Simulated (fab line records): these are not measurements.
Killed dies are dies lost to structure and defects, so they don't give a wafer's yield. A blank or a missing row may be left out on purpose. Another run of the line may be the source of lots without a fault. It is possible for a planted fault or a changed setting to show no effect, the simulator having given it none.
Which tool did it? + flow n5-finfet + 27 wafers from 9 lots sampled at 7 of the route's 1938 steps

## WHAT THE GAUGES READ, wafer by wafer
N5_SD_EPI_N_EPI_MEAS_23.
| lot  | measured    | on            | thk-nm (nm)    |
|------|-------------|---------------|----------------|
| L364 | day 3 06:28 | film-metro-01 | 60.9 60.2 59.2 |
| L366 | day 3 16:56 | film-metro-02 | 58.5 59.0 59.7 |
| L368 | day 4 08:01 | film-metro-01 | 57.9 58.8 59.1 |
| L370 | day 4 18:15 | film-metro-02 | 58.3 57.1 58.4 |
| L371 | day 4 23:59 | film-metro-01 | 60.2 58.4 59.4 |
| L373 | day 5 11:08 | film-metro-01 | 58.5 58.9 59.7 |
| L383 | day 8 01:29 | film-metro-02 | 59.6 58.1 59.8 |
| L384 | day 8 06:40 | film-metro-02 | 58.9 57.9 59.0 |
| L387 | day 9 00:16 | film-metro-02 | 60.0 60.2 59.8 |

N5_SD_EPI_P_EPI_MEAS_23.
| lot  | measured    | on            | thk-nm (nm)    |
|------|-------------|---------------|----------------|
| L364 | day 3 11:37 | film-metro-02 | 63.1 61.9 60.7 |
| L366 | day 3 21:25 | film-metro-02 | 59.0 58.0 62.6 |
| L368 | day 4 13:12 | film-metro-02 | 63.5 62.1 63.9 |
| L370 | day 4 22:53 | film-metro-01 | 59.6 59.9 62.5 |
| L371 | day 5 05:58 | film-metro-02 | 60.2 59.2 61.3 |
| L373 | day 5 15:44 | film-metro-01 | 60.2 57.9 60.3 |
| L383 | day 8 06:16 | film-metro-02 | 41.3 44.3 44.4 |
| L384 | day 8 11:14 | film-metro-02 | 42.5 43.5 45.5 |
| L387 | day 9 05:48 | film-metro-01 | 62.3 62.8 63.2 |

N5_SD_ACTIVATION_RS_MEAS_03: uses a four-point probe to measure.
| lot  | measured    | on            | RS_SD_N (ohm/sq)  | RS_SD_P (ohm/sq)  |
|------|-------------|---------------|-------------------|-------------------|
| L364 | day 3 12:16 | film-metro-02 | 21.69 21.99 22.05 | 54.5 55.5 55.3    |
| L366 | day 3 22:01 | film-metro-02 | 21.47 21.53 21.56 | 57.0 57.4 57.1    |
| L368 | day 4 13:49 | film-metro-01 | 22.07 21.94 22.20 | 54.1 55.0 54.3    |
| L370 | day 4 23:29 | film-metro-02 | 22.19 22.38 22.03 | 56.5 56.8 55.9    |
| L371 | day 5 06:44 | film-metro-01 | 22.14 22.32 21.73 | 57.4 58.0 58.4    |
| L373 | day 5 16:31 | film-metro-02 | 22.00 21.96 21.69 | 56.9 58.0 57.0    |
| L383 | day 8 06:58 | film-metro-02 | 21.96 22.26 21.84 | 102.1 101.2 102.0 |
| L384 | day 8 11:54 | film-metro-01 | 22.39 22.21 22.02 | 97.9 97.9 98.0    |
| L387 | day 9 06:24 | film-metro-02 | 21.89 21.98 22.11 | 54.4 54.1 54.7    |

N5_BEOL_M4_RC_MEAS_101.
| lot  | measured     | on        | DIBL_N (mV/V)  | DIBL_P (mV/V)  | IOFF_N (nA/um) | IOFF_P (nA/um) | ION_N (uA/um) | ION_P (uA/um) | RC_DENSE_P (ohm.um) | RC_P (ohm.um)  | REXT_P (ohm.um)   | RS_SD_P (ohm/sq)  | SS_N (mV/dec)  | SS_P (mV/dec)  | VT_N (mV)   | VT_P (mV)      | VT_P_LVT (mV)  |
|------|--------------|-----------|----------------|----------------|----------------|----------------|---------------|---------------|---------------------|----------------|-------------------|-------------------|----------------|----------------|-------------|----------------|----------------|
| L364 | day 7 17:22  | prober-01 | 32.1 33.0 31.8 | 33.7 33.8 33.3 | 0.12 0.14 0.12 | 0.18 0.18 0.17 | 657 671 663   | 456 459 459   | 22.9 22.7 23.7      | 18.6 18.6 19.6 | 98.5 98.4 99.0    | 64.7 65.8 65.3    | 70.5 71.7 70.7 | 72.6 72.8 72.1 | 254 254 252 | -254 -254 -250 | -98 -99 -99    |
| L366 | day 8 12:34  | prober-02 | 36.6 38.3 34.3 | 37.3 38.7 34.4 | 0.18 0.20 0.13 | 0.19 0.22 0.16 | 697 686 676   | 468 459 463   | 24.0 23.4 23.6      | 19.5 18.9 19.3 | 101.5 101.4 101.5 | 66.8 67.0 66.2    | 71.9 72.2 70.9 | 74.1 74.5 73.0 | 248 247 254 | -254 -251 -255 | -101 -99 -103  |
| L368 | day 8 18:52  | prober-01 | 29.9 35.4 32.0 | 30.0 36.9 32.9 | 0.09 0.16 0.11 | 0.13 0.22 0.17 | 677 671 675   | 470 467 475   | 24.1 23.4 24.1      | 19.6 19.4 19.3 | 102.5 102.5 100.1 | 63.6 64.1 63.6    | 69.7 71.6 71.5 | 71.6 72.5 71.8 | 256 245 254 | -257 -249 -250 | -103 -98 -101  |
| L370 | day 9 07:55  | prober-01 | 34.7 39.3 35.2 | 36.8 41.9 37.8 | 0.13 0.24 0.14 | 0.22 0.32 0.23 | 668 697 660   | 469 476 461   | 24.6 24.5 24.5      | 20.1 19.9 20.0 | 98.6 99.7 100.0   | 66.2 66.5 65.2    | 71.1 72.0 70.2 | 74.0 74.6 74.2 | 250 244 253 | -248 -243 -248 | -97 -92 -97    |
| L371 | day 9 20:40  | prober-02 | 30.3 31.6 36.3 | 32.5 34.5 39.7 | 0.10 0.12 0.23 | 0.14 0.16 0.26 | 645 651 681   | 441 453 464   | 24.5 24.7 23.7      | 19.8 19.9 19.3 | 104.3 102.4 102.8 | 67.4 67.7 69.2    | 71.2 70.9 73.6 | 71.8 72.6 73.7 | 256 252 244 | -257 -254 -246 | -103 -100 -95  |
| L373 | day 10 02:14 | prober-01 | 39.2 35.1 33.3 | 43.4 35.1 35.7 | 0.28 0.17 0.13 | 0.32 0.18 0.17 | 689 666 677   | 470 456 463   | 22.6 24.2 24.4      | 18.6 19.8 20.0 | 101.9 105.3 103.6 | 67.0 68.3 66.7    | 72.0 71.2 69.9 | 75.1 73.2 72.6 | 242 249 251 | -244 -254 -254 | -93 -101 -100  |
| L383 | day 13 00:16 | prober-02 | 33.7 35.5 37.5 | 34.6 36.4 37.8 | 0.12 0.15 0.17 | 0.10 0.11 0.12 | 674 679 666   | 416 418 404   | 27.9 26.8 28.3      | 23.1 22.1 23.0 | 136.6 136.2 137.3 | 117.2 115.2 116.0 | 71.4 71.3 72.2 | 72.4 73.3 73.6 | 255 250 253 | -270 -266 -266 | -118 -116 -116 |
| L384 | day 13 08:08 | prober-01 | 37.2 33.4 34.2 | 37.9 33.1 33.6 | 0.19 0.13 0.15 | 0.15 0.11 0.12 | 677 662 682   | 421 419 428   | 27.8 28.0 27.1      | 22.4 22.7 22.1 | 138.0 137.8 136.9 | 113.2 113.5 113.0 | 71.9 70.9 71.5 | 73.1 72.4 72.2 | 248 253 246 | -261 -263 -262 | -110 -112 -111 |
| L387 | day 14 13:20 | prober-01 | 35.6 37.2 35.3 | 36.6 38.3 36.1 | 0.14 0.17 0.13 | 0.17 0.19 0.16 | 672 683 650   | 454 463 445   | 23.2 22.9 24.1      | 18.7 18.8 19.5 | 96.3 96.4 98.3    | 63.6 63.4 63.3    | 71.1 71.8 70.9 | 72.9 73.6 73.2 | 252 251 254 | -256 -254 -258 | -102 -100 -102 |

## TOOL THAT RAN EACH LOT (tool first, then ch and the chambers of the sampled wafers, then the start)
| lot  | N5_SD_EPI_N_LINER_46             | N5_SD_EPI_P_EPI_21             | N5_ILD0_LINER_00                 |
|------|----------------------------------|--------------------------------|----------------------------------|
| L364 | ald-sin-02 ch 0,1, day 3 06:47   | epi-rpcvd-02 ch 0, day 3 10:08 | ald-sin-04 ch 0,1,2, day 3 12:35 |
| L366 | ald-sin-01 ch 0,2,3, day 3 17:14 | epi-rpcvd-02 ch 0, day 3 19:13 | ald-sin-01 ch 0,1, day 3 22:29   |
| L368 | ald-sin-04 ch 2,3, day 4 08:23   | epi-rpcvd-04 ch 0, day 4 11:00 | ald-sin-04 ch 0,1,2, day 4 14:10 |
| L370 | ald-sin-02 ch 0,1,2, day 4 18:43 | epi-rpcvd-02 ch 0, day 4 20:41 | ald-sin-03 ch 0,2, day 5 00:44   |
| L371 | ald-sin-02 ch 1,2,3, day 5 01:07 | epi-rpcvd-02 ch 0, day 5 03:46 | ald-sin-03 ch 1,2,3, day 5 07:05 |
| L373 | ald-sin-02 ch 0,1,2, day 5 11:26 | epi-rpcvd-02 ch 0, day 5 13:53 | ald-sin-04 ch 2,3, day 5 16:52   |
| L383 | ald-sin-04 ch 2,3, day 8 01:47   | epi-rpcvd-02 ch 0, day 8 04:05 | ald-sin-01 ch 2,3, day 8 07:20   |
| L384 | ald-sin-04 ch 1,3, day 8 06:58   | epi-rpcvd-02 ch 0, day 8 09:24 | ald-sin-03 ch 1,2,3, day 8 12:16 |
| L387 | ald-sin-02 ch 0,1,3, day 9 00:48 | epi-rpcvd-01 ch 0, day 9 02:53 | ald-sin-03 ch 0,1, day 9 06:46   |
- N5_SD_EPI_N_LINER_46: material SiNx, target thk 3 nm.
- N5_SD_EPI_P_EPI_21: deposits SiGe:B, time 355 s.
- N5_ILD0_LINER_00: material SiNx, target thk 4 nm, pulse time 1 s, purge time 2 s.

## AS READ BY THE TOOLS THEMSELVES (means over the sampled wafers that have a number; for cases with no such wafer, the mark the record gives instead)
N5_SD_EPI_N_LINER_46.
| lot  | tool       | heater-power-w (W) |
|------|------------|--------------------|
| L364 | ald-sin-02 | 759                |
| L366 | ald-sin-01 | 849                |
| L368 | ald-sin-04 | 838                |
| L370 | ald-sin-02 | 819                |
| L371 | ald-sin-02 | 874                |
| L373 | ald-sin-02 | 809                |
| L383 | ald-sin-04 | 855                |
| L384 | ald-sin-04 | 904                |
| L387 | ald-sin-02 | 825                |

N5_SD_EPI_P_EPI_21.
| lot  | tool         | chamber-pressure-Torr (Torr) |
|------|--------------|------------------------------|
| L364 | epi-rpcvd-02 | 19.96                        |
| L366 | epi-rpcvd-02 | 20.00                        |
| L368 | epi-rpcvd-04 | 20.03                        |
| L370 | epi-rpcvd-02 | 19.99                        |
| L371 | epi-rpcvd-02 | 20.00                        |
| L373 | epi-rpcvd-02 | 20.03                        |
| L383 | epi-rpcvd-02 | 8.68                         |
| L384 | epi-rpcvd-02 | 8.74                         |
| L387 | epi-rpcvd-01 | 20.02                        |

N5_ILD0_LINER_00.
| lot  | tool       | heater-power-w (W) | precursor-pulse-height-rel |
|------|------------|--------------------|----------------------------|
| L364 | ald-sin-04 | 935                | 0.993                      |
| L366 | ald-sin-01 | 773                | 0.995                      |
| L368 | ald-sin-04 | 934                | 0.988                      |
| L370 | ald-sin-03 | 982                | 1.001                      |
| L371 | ald-sin-03 | 799                | 0.988                      |
| L373 | ald-sin-04 | 847                | 0.999                      |
| L383 | ald-sin-01 | 888                | 0.990                      |
| L384 | ald-sin-03 | 828                | 1.014                      |
| L387 | ald-sin-03 | 820                | 1.000                      |

## THE ANSWER, worked out from the rows above alone
Rule: what is usual is taken from the lots themselves. Put in order of their means at a reading, lots are off if they are a third of the lots or fewer, leave a main group of 4 or more, and stand apart from it by a gap of 3 or more times the standard deviation of the main group's means; of several such gaps the widest counts. A main group is skipped when, at the precision printed for the reading in the tables above, its means are all equal. Also off: a lot with no number at a reading for which 4 or more lots have one. The other lots that the step has rows for count as sound. The gauges are gone through in route order, then the tools' own readings, and for those a lot's mean is taken as printed above. At the first step where some lot is off, the reading lying furthest off is the one used; lots without a number count as furthest.
Off: L383, L384 (N5_SD_EPI_P_EPI_MEAS_23, thk-nm). Mean 61.2 nm and standard deviation 1.4 in the main group.
If a tool, at a process step before that reading, ran all the lots that are off and no sound lot after the first of them, it fits. The gauges at N5_SD_EPI_P_EPI_MEAS_23 aren't tried: what is off there is off at N5_BEOL_M4_RC_MEAS_101 too, on other tools, and a gauge's error can't cause that. Can't be told from this: 2 tools fit, ald-sin-04 at N5_SD_EPI_N_LINER_46, epi-rpcvd-02 at N5_SD_EPI_P_EPI_21.

## WHAT THE SIMULATOR PUT IN
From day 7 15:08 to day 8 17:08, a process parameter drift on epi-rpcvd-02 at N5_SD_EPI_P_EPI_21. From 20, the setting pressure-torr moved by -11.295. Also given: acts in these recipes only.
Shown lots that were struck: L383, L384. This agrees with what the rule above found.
